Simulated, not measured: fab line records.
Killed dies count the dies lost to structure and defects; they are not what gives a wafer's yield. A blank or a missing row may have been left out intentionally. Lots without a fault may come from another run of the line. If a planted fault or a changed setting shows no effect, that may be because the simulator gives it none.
Comparing a struck lot with a sound one | flow n5_finfet | 20 out of 1938 route steps
Sound: these wafers, L142.1, L142.3, L142.4. Struck: wafer L133.5; the same lot's L133.4 was not struck, so it is left out; see the end for the cause.
Per side, at each step with rows, come the tool, then ch with its chambers, and then its first start. Under that, the readings that differ: sound wafers | struck wafers | difference of the means | sigmas: that difference in standard deviations of wafers without a fault.
alike: a reading whose means differ by less than 2 such deviations, as well as words and numbers matching on both sides. not compared: withheld readings; readings where some wafer has no value; bounds like >300 that might hide an equal value; numbers whose values overlap and for which the record gives no deviation.
Wherever a step has rows on one side only, a row that says differs or no value, or a row with sigmas, the two part there. Numbers that don't overlap but have no deviation are shown without sigmas and don't part them. A reading that every wafer of one side lacks parts them only if that side has two wafers or more.

first, 1 step without rows for these wafers: N5_BEOL_M14_ETCH_67 (etches SiARC in CF4, target depth 143 nm, time 238.3 s).
N5_BEOL_M14_ETCH_68: etches SOC in N2/H2, time 450 s.
  sound on rie_diel-06 ch 0,1,2, day 16 09:59; struck on rie_diel-03 ch 1, day 14 08:11
  alike: drypump_motor_current_A, n2_flow_sccm, oes_product_au, rf_fwd_power_W, rf_vpp_V, showerhead_plenum_p_Torr, throttle_valve_pct
  not compared: rf_hours_counter_h
then, 3 steps without rows for these wafers: N5_BEOL_M14_STRIP_69 (strips in N2/H2); N5_BEOL_M14_TRENCH_ETCH_34 (etches SiO2 in C4F8/O2/Ar, target depth 556.65 nm, time 126.9 s); N5_BEOL_M14_STRIP_70 (strips in C4F8/O2/Ar).
N5_BEOL_M14_OCD_MEAS_35:
  sound on ocd-01, day 16 10:25; struck on ocd-01, day 14 08:37
  alike: trench_depth_nm
then, 4 steps without rows for these wafers: N5_BEOL_M14_STRIP_37 (strips in O2); N5_BEOL_M14_ETCH_38 (etches SiCN in CF4/N2, target depth 106.5 nm, time 120.6 s); N5_BEOL_M14_PRECLEAN_39 (cleans in residue remover, time 60 s); N5_BEOL_M14_SRD_40 (time 30 s, dry time 30 s).
N5_BEOL_M14_DEGAS_41: time 60 s.
  sound on pvd_sputter-02, day 16 13:26; struck on pvd_sputter-01, day 14 10:10
  alike: heater_power_w, susceptor_temp_C
N5_BEOL_M14_PRE_CLEAN_42: time 30 s.
  sound on pvd_sputter-02, day 16 13:29; struck on pvd_sputter-01, day 14 10:12
  alike: heater_power_w, susceptor_temp_C
N5_BEOL_M14_SPUTTER_43: material TaN, target thk 15 nm, time 24.19 s.
  sound on pvd_sputter-02, day 16 13:31; struck on pvd_sputter-01, day 14 10:14
  reading                                      | sound          | struck | difference | sigmas
  throttle_valve_pct (%)                       | 30.3 30.3 30.5 | 27.4   | -3.0       | -3
  model.TaN_of_BEOL_M14_SPUTTER_43.thk_nm (nm) | 14.8 15.2 15   | 19.6   | +4.6       |
  alike: cathode_dc_power_W, susceptor_temp_C
then, 1 step without rows for these wafers: N5_BEOL_M14_SPUTTER_44 (material Ta, target thk 15 nm, time 24.19 s).
N5_BEOL_M14_SPUTTER_45: material Cu, target thk 100 nm, time 16.67 s.
  sound on pvd_sputter-02, day 16 13:41; struck on pvd_sputter-01, day 14 10:24
  reading                | sound          | struck | difference | sigmas
  throttle_valve_pct (%) | 30.3 30.6 30.4 | 27.7   | -2.7       | -3
  alike: cathode_dc_power_W, susceptor_temp_C
then, 1 step without rows for these wafers: N5_BEOL_M14_ECD_47 (material Cu, target thk 1248 nm).
N5_BEOL_M14_ANNEAL_48: time 90 s.
  sound on rtp_anneal-02 ch 0, day 16 14:06; struck on rtp_anneal-01 ch 0, day 14 11:13
  alike: wafer_temp_C_max
N5_BEOL_M14_CMP_49: polishes, stops on SiO2, t overpolish 5.2 s, target thk 560 nm.
  sound on cmp-03 ch 0,1,2, day 16 14:24; struck on cmp-03 ch 2, day 14 11:28
  reading                      | sound          | struck | difference | sigmas
  barrier_field_endpoint_s (s) | 11.1 10.9 11.7 | 13.2   | +2.0       | +6
  alike: edge_zone_pressure_frac, motor_current_A
N5_BEOL_M14_THK_MEAS_50: measures by xrf.
  sound on film_metro-02, day 16 14:41; struck on film_metro-01, day 14 11:43
  reading      | sound       | struck | difference | sigmas
  M14_THK (nm) | 552 539 550 | 508    | -39        | -2
after that, 1 step had no rows for these wafers: N5_PASSIVATION_PROBE_49.

== WHERE THEY PART ==
Last at N5_BEOL_M14_THK_MEAS_50 as far as this record goes, first at N5_BEOL_M14_SPUTTER_43.

WHY: the cause the simulator had injected
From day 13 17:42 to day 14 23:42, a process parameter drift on pvd_sputter-01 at N5_BEOL_M14_SPUTTER_43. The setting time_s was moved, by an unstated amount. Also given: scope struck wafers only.
